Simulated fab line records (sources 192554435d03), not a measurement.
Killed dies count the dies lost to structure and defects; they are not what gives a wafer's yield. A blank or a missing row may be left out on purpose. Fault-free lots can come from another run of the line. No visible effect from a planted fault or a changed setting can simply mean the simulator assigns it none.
fab line records	flow n5-finfet
[record] lots = 7	wafers = 39
route steps=1938 shown ZERO_LAYER@11 SD_EPI_P@321 HKMG_FIN@412 MOL_CONTACT_COAG@562 BEOL_M2@883
start-h: the number of hours between the record's first day and the start of the first shown wafer of the lot	wait-h: time in hours since the lot's previous step	" unchanged from the row above	L1.1+2: a single row standing in for several wafers	- no value, or no start given	* or withheld: withheld	< > ~ a bound
route shown NAME@n: names a module that has steps shown in the file, with the first one's number in the route	usual: mean/standard deviation taken from wafers without a fault	same: alike in all rows	chamber/n: place in a boat	sites: the reading at each site	_std_site: standard deviation across them	_edge_site: mean of outer sites minus mean of inner sites	radius-mm: for every site, how far away it sits from the centre of the wafer	mask NAME#n: copy n	behind: the most recent tool/chamber to have shaped the wafer	hold: the reason the lot was held/the length of the hold in hours/how it ended	device: the transistor (n, p or np) that didn't switch	end of line: the same wafers' tests at the end of the route	for a step that has no rows: nothing shown but its recipe	killed: at the first sort, the dies lost to defects and structure; wafer yield is something else	map: per-die view of a wafer (x killed, . not killed, _ where there is no die)
set.NAME: the run value of the setting; set.NAME@STEP: its run value at that earlier step	model.NAME: the simulator's own value behind a step, which no gauge read
lots whose settings were changed on purpose; a table a step, a row a wafer
[[steps]]
[step N5_ZERO_LAYER_DEVELOP_10]
[recipe] develop-time-s = 60	rinse-liquid = diw	dry = air-spin	dev-temp-c = 21
lot.wafer	tool	chamber	start-h	wait-h	set.develop-time-s
L074.1+2+6	litho-track-01	0	-	-	34.68
L074.3+4+5	"	0	"	"	60
L075.1+3+4	litho-track-02	0	-	-	60
L078.1+3+5	litho-track-01	0	-	-	46.84
L078.2+4+6	"	0	"	"	60
L080.1+2+3+4+5+6	litho-track-02	0	-	-	60
L082.1+2+3+4+5+6	litho-track-03	0	-	-	60
L091.1+3+5	litho-track-01	0	-	-	78.12
L091.2+4+6	"	0	"	"	60
L094.1+2+4	litho-track-03	0	-	-	60
L094.3+5+6	"	0	"	"	49.88
[step N5_ZERO_LAYER_HARDBAKE_23]
[recipe] temp-c = 130	time-s = 120
[step N5_ZERO_LAYER_CD_MEAS_11]
[recipe] target-cd-nm = 2000	landing-energy-ev = 500	detector = se-inlens
[usual] cd-nm = 2000.7/2.4
lot.wafer	tool	chamber	start-h	wait-h	set.develop-time-s@ZERO_LAYER_DEVELOP_10	cd-nm
L074.1	cd-sem-03	0	12.77	-	34.68	1988.2
L074.2	"	0	"	"	34.68	1989.2
L074.3	"	0	"	"	60	1998.6
L074.4	"	0	"	"	60	1997.2
L074.5	"	0	"	"	60	1999.0
L074.6	"	0	"	"	34.68	1989.1
L075.1	cd-sem-03	0	18.64	-	60	2002.4
L075.3	"	0	"	"	60	2000.2
L075.4	"	0	"	"	60	2003.3
L078.1	cd-sem-02	0	36.64	-	46.84	1994.1
L078.2	"	0	"	"	60	2001.0
L078.3	"	0	"	"	46.84	1995.3
L078.4	"	0	"	"	60	2000.8
L078.5	"	0	"	"	46.84	1993.9
L078.6	"	0	"	"	60	1997.3
L080.1	cd-sem-01	0	48.64	-	60	2003.0
L080.2	"	0	"	"	60	2004.8
L080.3	"	0	"	"	60	2001.2
L080.4	"	0	"	"	60	2003.3
L080.5	"	0	"	"	60	2004.3
L080.6	"	0	"	"	60	2002.5
L082.1	cd-sem-01	0	60.83	-	60	1997.3
L082.2	"	0	"	"	60	1999.0
L082.3	"	0	"	"	60	2001.9
L082.4	"	0	"	"	60	1996.7
L082.5	"	0	"	"	60	2000.2
L082.6	"	0	"	"	60	2001.9
L091.1	cd-sem-03	0	114.64	-	78.12	2008.5
L091.2	"	0	"	"	60	2000.4
L091.3	"	0	"	"	78.12	2008.1
L091.4	"	0	"	"	60	2002.5
L091.5	"	0	"	"	78.12	2007.9
L091.6	"	0	"	"	60	2000.1
L094.1	cd-sem-01	0	132.77	-	60	2003.9
L094.2	"	0	"	"	60	2000.2
L094.3	"	0	"	"	49.88	1999.5
L094.4	"	0	"	"	60	2007.4
L094.5	"	0	"	"	49.88	2001.4
L094.6	"	0	"	"	49.88	1997.1
[step N5_ZERO_LAYER_DESCUM_16]
[recipe] chemistry = O2	time-s = 7.9	source-power-w = 50	bias-power-w = 20	pressure-mtorr = 20	rf-frequency-hz = 2.712e+07	temp-c = 40	o2-flow-sccm = 225
lot.wafer	tool	chamber	start-h	wait-h	set.develop-time-s@ZERO_LAYER_DEVELOP_10	model.ZERO_LAYER.cd-nm
L074.1	rie-diel-05	3	12.81	0.0	34.68	1988
L074.2+6	"	0	"	"	34.68	1989
L074.3+5	"	1,3	"	"	60	1999
L074.4	"	2	"	"	60	1997
L075.1	rie-diel-05	3	18.70	0.1	60	-
L075.3	"	2	"	"	60	2000
L075.4	"	0	"	"	60	2003
L078.1+3	rie-diel-03	0,3	36.68	0.0	46.84	1995
L078.2+4	"	2	"	"	60	2001
L078.5	"	0	"	"	46.84	1994
L078.6	"	3	"	"	60	1997
L080.1+4	rie-diel-05	2,1	48.68	0.0	60	2003
L080.2	"	0	"	"	60	2005
L080.3	"	3	"	"	60	2001
L080.5	"	0	"	"	60	2004
L080.6	"	3	"	"	60	2002
L082.1+4	rie-diel-03	3,2	60.87	0.0	60	1997
L082.2	"	0	"	"	60	1999
L082.3+6	"	1	"	"	60	2002
L082.5	"	0	"	"	60	2000
L091.1+3+5	rie-diel-03	0,1,2	114.68	0.0	78.12	2008
L091.2	"	3	"	"	60	2001
L091.4	"	2	"	"	60	2003
L091.6	"	3	"	"	60	2000
L094.1	rie-diel-05	0	132.81	0.0	60	2004
L094.2	"	3	"	"	60	2000
L094.3	"	2	"	"	49.88	1999
L094.4	"	1	"	"	60	2007
L094.5	"	1	"	"	49.88	2002
L094.6	"	2	"	"	49.88	1997
[step N5_SD_EPI_P_EPI_21]
[recipe] material = SiGe:B	dopant = B	temp-c = 550	pressure-torr = 20	ambient = H2	time-s = 355
lot.wafer	tool	chamber	start-h	wait-h	set.time-s	model.SiGe-B_of_SD_EPI_P_EPI_21.thk-nm
L074.1	epi-rpcvd-01	0	56.08	0.1	355	62.2
L074.2	"	0	"	"	168.6	31.4
L074.3+5	"	0	"	"	168.6	31.6
L074.4	"	0	"	"	355	61
L074.6	"	0	"	"	355	60.6
L075.1	epi-rpcvd-04	0	60.71	0.1	355	61.8
L075.3	"	0	"	"	355	61.2
L075.4	"	0	"	"	355	60.8
L078.1	epi-rpcvd-01	0	80.79	0.1	355	61.4
L078.2	"	0	"	"	500	77.6
L078.3	"	0	"	"	500	77.4
L078.4	"	0	"	"	355	60.4
L078.5	"	0	"	"	500	78.2
L078.6	"	0	"	"	355	60.6
L080.1+6	epi-rpcvd-01	0	91.44	0.1	355	60.6
L080.2	"	0	"	"	355	61
L080.3	"	0	"	"	355	61.8
L080.4	"	0	"	"	355	60.8
L080.5	"	0	"	"	355	61.4
L082.1+4	epi-rpcvd-02	0	101.92	0.1	172.2	32.4
L082.2+5	"	0	"	"	355	62.2
L082.3	"	0	"	"	355	61.4
L082.6	"	0	103.72	1.8	172.2	32.6
L091.1	epi-rpcvd-04	0	156.57	0.1	355	61
L091.2	"	0	"	"	355	60.8
L091.3+5	"	0	"	"	283.3	52.2
L091.4	"	0	"	"	355	61.6
L091.6	"	0	"	"	283.3	52.4
L094.1	epi-rpcvd-04	0	173.99	0.1	355	61.2
L094.2	"	0	"	"	355	61.4
L094.3	"	0	"	"	554.3	83.4
L094.4	"	0	"	"	554.3	83.6
L094.5	"	0	"	"	355	60.8
L094.6	"	0	"	"	554.3	83.8
[step N5_SD_EPI_P_EPI_MEAS_23]
[recipe] mode = xrd
[usual] thk-nm = 61.0/1.1
lot.wafer	tool	chamber	start-h	wait-h	set.time-s@SD_EPI_P_EPI_21	thk-nm
L074.1	film-metro-01	-	58.29	1.9	355	62.6
L074.2	"	-	"	"	168.6	30.4
L074.3	"	-	"	"	168.6	32.0
L074.4	"	-	"	"	355	61.7
L074.5	"	-	"	"	168.6	30.6
L074.6	"	-	"	"	355	59.8
L075.1	film-metro-02	-	62.90	1.8	355	62.4
L075.3	"	-	"	"	355	60.9
L075.4	"	-	"	"	355	60.2
L078.1	film-metro-01	-	82.99	1.8	355	62.1
L078.2	"	-	"	"	500	76.9
L078.3	"	-	"	"	500	75.5
L078.4	"	-	"	"	355	59.5
L078.5	"	-	"	"	500	79.2
L078.6	"	-	"	"	355	60.5
L080.1	film-metro-02	-	93.65	1.9	355	61.1
L080.2	"	-	"	"	355	62.3
L080.3	"	-	"	"	355	61.6
L080.4	"	-	"	"	355	60.4
L080.5	"	-	"	"	355	62.8
L080.6	"	-	"	"	355	60.2
L082.1	film-metro-02	-	104.11	1.9	172.2	30.7
L082.2	"	-	"	"	355	63.4
L082.3	"	-	"	"	355	61.3
L082.4	"	-	"	"	172.2	32.4
L082.5	"	-	"	"	355	62.8
L082.6	"	-	"	"	172.2	33.1
L091.1	film-metro-01	-	158.77	1.8	355	60.5
L091.2	"	-	"	"	355	61.2
L091.3	"	-	"	"	283.3	51.7
L091.4	"	-	"	"	355	61.5
L091.5	"	-	"	"	283.3	53.6
L091.6	"	-	"	"	283.3	53.1
L094.1	film-metro-01	-	176.18	1.8	355	63.1
L094.2	"	-	"	"	355	61.7
L094.3	"	-	"	"	554.3	82.5
L094.4	"	-	"	"	554.3	83.5
L094.5	"	-	"	"	355	60.1
L094.6	"	-	"	"	554.3	82.7
[step N5_SD_EPI_P_HM_STRIP_48]
[recipe] chemistry = H3PO4	temp-c = 160	material = SiNx	target = SiNx	target-depth-a = 30	overetch-fraction = 0.3
lot.wafer	tool	chamber	start-h	wait-h	set.time-s@SD_EPI_P_EPI_21	model.SiGe-B_of_SD_EPI_P_EPI_21.thk-nm
L074.1	wet-bench-01	3	58.33	0.0	355	62
L074.2+3	"	2,1	"	"	168.6	31.4
L074.4	"	4	"	"	355	60.6
L074.5	"	0	"	"	168.6	31.6
L074.6	"	7	"	"	355	60.4
L075.1	wet-bench-05	0	62.94	0.0	355	61.4
L075.3	"	2	"	"	355	60.8
L075.4	"	4	"	"	355	60.6
L078.1	wet-bench-04	6	83.03	0.0	355	61.2
L078.2	"	2	"	"	500	77.2
L078.3	"	3	"	"	500	77
L078.4	"	7	"	"	355	60.2
L078.5	"	4	"	"	500	77.8
L078.6	"	5	"	"	355	60.4
L080.1+4+6	wet-bench-05	4,2,6	93.68	0.0	355	60.4
L080.2	"	3	"	"	355	60.6
L080.3	"	5	"	"	355	61.6
L080.5	"	1	"	"	355	61.2
L082.1	wet-bench-04	2	104.15	0.0	172.2	32.2
L082.2+5	"	3,5	"	"	355	61.8
L082.3	"	4	"	"	355	61
L082.4+6	"	7,6	"	"	172.2	32.4
L091.1	wet-bench-01	4	158.81	0.0	355	60.8
L091.2	"	3	"	"	355	60.6
L091.3	"	5	"	"	283.3	52
L091.4	"	2	"	"	355	61.2
L091.5	"	1	"	"	283.3	51.8
L091.6	"	0	"	"	283.3	52.2
L094.1	wet-bench-04	0	176.22	0.0	355	61
L094.2	"	3	"	"	355	61.2
L094.3+4	"	4,6	"	"	554.3	83
L094.5	"	7	"	"	355	60.6
L094.6	"	5	"	"	554.3	83.4
[step N5_HKMG_FIN_ALD_79]
[recipe] material = TiN	target-thk-a = 15	temp-c = 400	ald-precursor-family = TiCl4	ald-co-reactant = NH3	pulse-time-s = 1	purge-time-s = 3	co-reactant-purge-time-s = 2	co-reactant-pulse-time-s = 2	ald-cycles = 68	pressure-torr = 3
lot.wafer	tool	chamber	start-h	wait-h	set.ald-cycles	model.TiN_of_HKMG_FIN_ALD_79.thk-nm
L074.1+2+3+4+5+6	ald-metal-03	2,1,0,3,0,3	73.88	0.0	68	1.6
L075.1+3+4	ald-metal-03	3,2,0	78.17	0.0	68	1.6
L078.1+2+6	ald-metal-03	2,3,3	99.72	0.0	33	0.8
L078.3+4+5	"	1,0,0	"	"	68	1.6
L080.1+2	ald-metal-01	0,2	109.32	0.0	68	1.6
L080.3+4+5+6	"	1,3,2,3	"	"	68	1.4
L082.1+4+5	ald-metal-01	0,1,0	119.15	0.0	34	0.8
L082.2+6	"	2,1	"	"	68	1.6
L082.3	"	3	"	"	68	1.4
L091.1+2+3+4+5+6	ald-metal-01	0,2,1,3,0,1	173.53	0.0	68	1.4
L094.1+4+6	ald-metal-01	1,2,2	192.71	0.0	104	2.2
L094.2+3+5	"	0,3,1	"	"	68	1.4
[step N5_HKMG_FIN_CVD_62]
[recipe] material = a-Si	target-thk-a = 30	temp-c = 500	precursor = Si2H6	pressure-torr = 1	time-s = 20.8
[step N5_HKMG_FIN_RTA_80]
[recipe] temp-c = withheld	time-s = 2	ambient = N2	idle-temp-c = 600	ramp-up-c-per-s = 150	ramp-down-c-per-s = 60	cool-to-c = 600
[step N5_HKMG_FIN_PRECLEAN_64]
[recipe] chemistry = dHF	time-s = 30	temp-c = 25	dilution = withheld
[step N5_HKMG_FIN_WET_ETCH_65]
[recipe] chemistry = TMAH	temp-c = 70	conc-wt-pct = 5	target = a-Si	stop-on = TiN	time-s = 49	target-depth-nm = 3
lot.wafer	tool	chamber	start-h	wait-h	set.ald-cycles@HKMG_FIN_ALD_79	model.TiN_of_HKMG_FIN_ALD_79.thk-nm
L074.1+3	wet-bench-03	1,3	74.71	0.0	68	1.4
L074.2+4+5+6	"	0,7,6,2	"	"	68	1.2
L075.1+3+4	wet-bench-03	1,5,0	78.85	0.0	68	1.4
L078.1+2+6	wet-bench-06	6,1,0	100.40	0.0	33	0.6
L078.3+4+5	"	7,5,2	"	"	68	1.2
L080.1+3+4+5+6	wet-bench-06	0,7,6,5,4	109.97	0.0	68	1.2
L080.2	"	3	"	"	68	1.4
L082.1+4+5	wet-bench-03	7,5,3	119.80	0.0	34	0.6
L082.2+3+6	"	0,4,6	"	"	68	1.2
L091.1+2+3+4+5+6	wet-bench-02	4,1,0,3,2,5	174.24	0.0	68	1.2
L094.1+4+6	wet-bench-03	4,2,0	193.40	0.0	104	2
L094.2+3+5	"	1,3,7	"	"	68	1.2
[step N5_MOL_CONTACT_COAG_ALD_123]
[recipe] material = SiNx	target-thk-a = 50	temp-c = 400	ald-precursor-family = SiH2I2	ald-co-reactant = N2/H2-plasma	pulse-time-s = 1	purge-time-s = 2	co-reactant-purge-time-s = 2	ald-cycles = 100	pressure-torr = 2
lot.wafer	tool	chamber	start-h	wait-h	set.ald-cycles	model.SiNx_of_MOL_CONTACT_COAG_ALD_123.thk-nm
L074.1+3+5	ald-sin-01	2,0,0	98.09	0.1	100	5
L074.2+4+6	"	3,1,3	"	"	54	2.8
L075.1+3+4	ald-sin-04	0,1,2	101.46	0.0	100	5
L078.1+3+4	ald-sin-04	0,1,3	123.95	0.0	48	2.4
L078.2+5+6	"	2,0,1	"	"	100	5
L080.1+4+6	ald-sin-04	3,2,1	130.60	0.0	100	5
L080.2+5	"	0,2	"	"	54	2.8
L080.3	"	1	"	"	54	2.6
L082.1+2+4	ald-sin-04	3,2,0	144.07	0.0	100	5
L082.3+5+6	"	1,2,3	"	"	155	7.8
L091.1+4+5	ald-sin-04	2,0,2	196.05	0.1	100	5
L091.2+3+6	"	3,1,1	"	"	47	2.4
L094.1+2+3+4+5+6	ald-sin-01	1,0,2,3,2,1	216.25	0.0	100	5
[step N5_MOL_CONTACT_COAG_PECVD_31]
[recipe] material = SiO2	target-thk-a = 460	temp-c = 400	precursor = TEOS/O2	pressure-torr = 6.5	rf-w = withheld	teos-flow-sccm = withheld	gas = O2	flow-sccm = 2650	time-s = 8.9
[step N5_MOL_CONTACT_COAG_COAT_75]
[recipe] resist = SOC	temp-c = 250	time-s = 60	spin-rpm = 1500	resist-thk-nm = 60
[step N5_MOL_CONTACT_COAG_STRIP_120]
[recipe] chemistry = CHF3	resist = SiARC	rf-frequency-hz = 6e+07
[step N5_MOL_CONTACT_COAG_VIA_ETCH_117]
[recipe] chemistry = C4F6/O2	target-depth-a = 400	overetch-a = 80	mask-material = SOC	target = SiO2	bias-w = 455	pressure-mtorr = 10	time-s = 26	source-w = 325	Ar_flow_sccm = 300	C4F6_flow_sccm = 10	O2_flow_sccm = 10	ion-energy-ev = 575.3	ends = end-point
[step N5_MOL_CONTACT_COAG_ETCH_124]
[recipe] chemistry = CH3F/O2	target = SiNx	target-depth-a = 65	mask-material = SOC	stop-on = SiOC	over-etch-frac = 0.3	ion-energy-ev = 120	pressure-mtorr = 30	source-w = 395	bias-w = 73	Ar_flow_sccm = 150	CH3F_flow_sccm = 30	O2_flow_sccm = 20	ends = end-point
[usual] oes-product-au = 0.65/0.065
lot.wafer	tool	chamber	start-h	wait-h	set.ald-cycles@MOL_CONTACT_COAG_ALD_123	oes-product-au	model.etch.depth-nm
L074.1	rie-diel-04	0	101.17	0.0	100	0.69	5.053
L074.2	"	2	"	"	54	0.49	2.74
L074.3	"	1	"	"	100	0.79	5.041
L074.4	"	3	"	"	54	0.48	2.725
L074.5	"	1	"	"	100	0.78	5.042
L074.6	"	0	"	"	54	0.53	2.746
L075.1	rie-diel-04	1	104.57	0.0	100	0.79	5.037
L075.3	"	0	"	"	100	0.69	4.988
L075.4	"	1	"	"	100	0.79	5.019
L078.1	rie-diel-04	2	127.11	0.0	48	0.46	2.411
L078.2	"	3	"	"	100	0.63	5.022
L078.3	"	1	"	"	48	0.54	2.385
L078.4	"	0	"	"	48	0.49	2.412
L078.5	"	0	"	"	100	0.68	5.048
L078.6	"	1	"	"	100	0.77	4.963
L080.1	rie-diel-04	1	133.65	0.0	100	0.76	4.982
L080.2	"	3	"	"	54	0.47	2.725
L080.3	"	2	"	"	54	0.47	2.671
L080.4	"	0	"	"	100	0.68	5.027
L080.5	"	3	"	"	54	0.47	2.709
L080.6	"	0	"	"	100	0.68	4.981
L082.1	rie-diel-04	0	146.98	0.0	100	0.67	5.002
L082.2	"	3	"	"	100	0.62	4.997
L082.3	"	1	"	"	155	0.90	6.663
L082.4	"	2	"	"	100	0.63	5.009
L082.5	"	1	"	"	155	0.90	6.68
L082.6	"	2	"	"	155	0.74	6.53
L091.1	rie-diel-04	0	199.14	0.0	100	0.67	5.024
L091.2	"	1	"	"	47	0.52	2.346
L091.3	"	2	"	"	47	0.43	2.31
L091.4	"	3	"	"	100	0.62	4.998
L091.5	"	3	"	"	100	0.61	4.982
L091.6	"	2	"	"	47	0.44	2.327
L094.1	rie-diel-02	3	219.85	0.0	100	0.71	4.986
L094.2	"	0	"	"	100	0.73	5.008
L094.3	"	2	"	"	100	0.61	5.007
L094.4	"	1	"	"	100	0.60	5.009
L094.5	"	1	"	"	100	0.61	5.052
L094.6	"	0	"	"	100	0.72	4.996
[step N5_BEOL_M2_ETCHBACK_99]
[recipe] chemistry = CHF3	target = SiO2	target-depth-a = 50	time-s = 10.4	source-w = 215	bias-w = 47	Ar_flow_sccm = 200	CHF3_flow_sccm = 12	ion-energy-ev = 100	pressure-mtorr = 30
lot.wafer	tool	chamber	start-h	wait-h	set.time-s
L075.1+3+4	rie-diel-02	1,2,1	136.81	2.2	10.4
L074.1+2+4	rie-diel-06	3,0,2	137.55	5.3	10.4
L074.3+5+6	"	2,0,3	"	"	4.896
L078.1+2+3	rie-diel-02	3,1,0	159.06	0.3	10.4
L078.4+5+6	"	2,0,1	"	"	13.62
L080.1+4+5	rie-diel-06	2,2,3	167.75	3.5	7.08
L080.2+3+6	"	0,3,0	"	"	10.4
L082.1+5+6	rie-diel-02	0,0,1	183.52	0.2	10.4
L082.2+3+4	"	1,2,3	"	"	6.143
L091.1+3+4	rie-diel-06	1,2,2	230.63	0.8	13.66
L091.2+5+6	"	0,1,0	"	"	10.4
L094.1+4+5	rie-diel-04	1,2,3	249.67	0.8	10.4
L094.2+3+6	"	0,3,0	"	"	8.636
[step N5_BEOL_M2_ETCH_70]
[recipe] chemistry = N2/H2	target = SOC	target-depth-a = 800	overetch-a = 240	mask-material = SiARC	temp-c = 40	time-s = 130	ion-energy-ev = 200	pressure-mtorr = 30	source-w = 840	bias-w = 150	n2-flow-sccm = 200	h2-flow-sccm = 200
[step N5_BEOL_M2_STRIP_71]
[recipe] chemistry = N2/H2	temp-c = 40	n2-flow-sccm = 200	h2-flow-sccm = 200	rf-frequency-hz = 6e+07
[step N5_BEOL_M2_ETCH_41]
[recipe] chemistry = CH3F/O2	target = SiCN	target-depth-a = 299	taper-deg = 2	time-s = 52.5	ion-energy-ev = 120	mask-material = TiN	pressure-mtorr = 30	source-w = 395	bias-w = 75	Ar_flow_sccm = 150	CH3F_flow_sccm = 30	O2_flow_sccm = 20
[step N5_BEOL_M2_STRIP_97]
[recipe] chemistry = N2/H2	time-s = 10	power-w = 450	temp-c = 40	pressure-mtorr = 20	rf-frequency-hz = 6e+07	bias-power-w = 7	n2-flow-sccm = 200	h2-flow-sccm = 200
[step N5_BEOL_M2_OCD_MEAS_38]
[usual] trench-depth-nm = 55.5/1
lot.wafer	tool	chamber	start-h	wait-h	set.time-s@BEOL_M2_ETCHBACK_99	trench-depth-nm
L075.1	ocd-02	-	137.21	-	10.4	54.9
L075.3	"	-	"	"	10.4	54.6
L075.4	"	-	"	"	10.4	55.7
L074.1	ocd-01	-	137.94	-	10.4	54.6
L074.2	"	-	"	"	10.4	56.2
L074.3	"	-	"	"	4.896	1.5
L074.4	"	-	"	"	10.4	55.8
L074.5	"	-	"	"	4.896	0.5
L074.6	"	-	"	"	4.896	0.2
L078.1	ocd-01	-	159.46	-	10.4	55.4
L078.2	"	-	"	"	10.4	55.0
L078.3	"	-	"	"	10.4	55.8
L078.4	"	-	"	"	13.62	54.1
L078.5	"	-	"	"	13.62	56.3
L078.6	"	-	"	"	13.62	55.1
L080.1	ocd-02	-	168.14	-	7.08	55.6
L080.2	"	-	"	"	10.4	56.1
L080.3	"	-	"	"	10.4	54.1
L080.4	"	-	"	"	7.08	54.7
L080.5	"	-	"	"	7.08	54.6
L080.6	"	-	"	"	10.4	56.5
L082.1	ocd-02	-	183.92	-	10.4	56.6
L082.2	"	-	"	"	6.143	56.0
L082.3	"	-	"	"	6.143	54.2
L082.4	"	-	"	"	6.143	56.3
L082.5	"	-	"	"	10.4	56.2
L082.6	"	-	"	"	10.4	55.4
L091.1	ocd-01	-	231.03	-	13.66	54.1
L091.2	"	-	"	"	10.4	58.7
L091.3	"	-	"	"	13.66	56.7
L091.4	"	-	"	"	13.66	56.0
L091.5	"	-	"	"	10.4	54.3
L091.6	"	-	"	"	10.4	58.3
L094.1	ocd-01	-	250.06	-	10.4	57.8
L094.2	"	-	"	"	8.636	55.1
L094.3	"	-	"	"	8.636	54.8
L094.4	"	-	"	"	10.4	55.1
L094.5	"	-	"	"	10.4	55.2
L094.6	"	-	"	"	8.636	55.1
[[key]]
[split] step = N5_ZERO_LAYER_DEVELOP_10	setting = develop-time-s	stated = 60	by = wafer
[response] step = N5_ZERO_LAYER_CD_MEAS_11	reading = cd-nm	change = +0.233	per = 1%	r = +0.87
[response] step = N5_ZERO_LAYER_DESCUM_16	reading = model.ZERO_LAYER.cd-nm	change = +0.229	per = 1%	r = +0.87
[split] step = N5_SD_EPI_P_EPI_21	setting = time-s	stated = 355	by = wafer
[response] step = N5_SD_EPI_P_EPI_21	reading = model.SiGe-B_of_SD_EPI_P_EPI_21.thk-nm	change = +0.49	per = 1%	r = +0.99
[response] step = N5_SD_EPI_P_EPI_MEAS_23	reading = thk-nm	change = *	per = 1%	r = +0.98
[response] step = N5_SD_EPI_P_HM_STRIP_48	reading = model.SiGe-B_of_SD_EPI_P_EPI_21.thk-nm	change = +0.485	per = 1%	r = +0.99
[split] step = N5_HKMG_FIN_ALD_79	setting = ald-cycles	stated = 68	by = wafer
[response] step = N5_HKMG_FIN_ALD_79	reading = model.TiN_of_HKMG_FIN_ALD_79.thk-nm	change = +0.0151	per = 1%	r = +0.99
[response] step = N5_HKMG_FIN_WET_ETCH_65	reading = model.TiN_of_HKMG_FIN_ALD_79.thk-nm	change = +0.013	per = 1%	r = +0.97
[split] step = N5_MOL_CONTACT_COAG_ALD_123	setting = ald-cycles	stated = 100	by = wafer
[response] step = N5_MOL_CONTACT_COAG_ALD_123	reading = model.SiNx_of_MOL_CONTACT_COAG_ALD_123.thk-nm	change = +0.0495	per = 1%	r = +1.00
[response] step = N5_MOL_CONTACT_COAG_ETCH_124	reading = oes-product-au	change = +0.00418	per = 1%	r = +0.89
[response] step = N5_MOL_CONTACT_COAG_ETCH_124	reading = model.etch.depth-nm	change = +0.0453	per = 1%	r = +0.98
[split] step = N5_BEOL_M2_ETCHBACK_99	setting = time-s	stated = 10.4	by = wafer
[response] step = N5_BEOL_M2_OCD_MEAS_38	reading = trench-depth-nm	shape = bent	at-lowest = 0.7	at-stated = 55.8	at-highest = 55.6
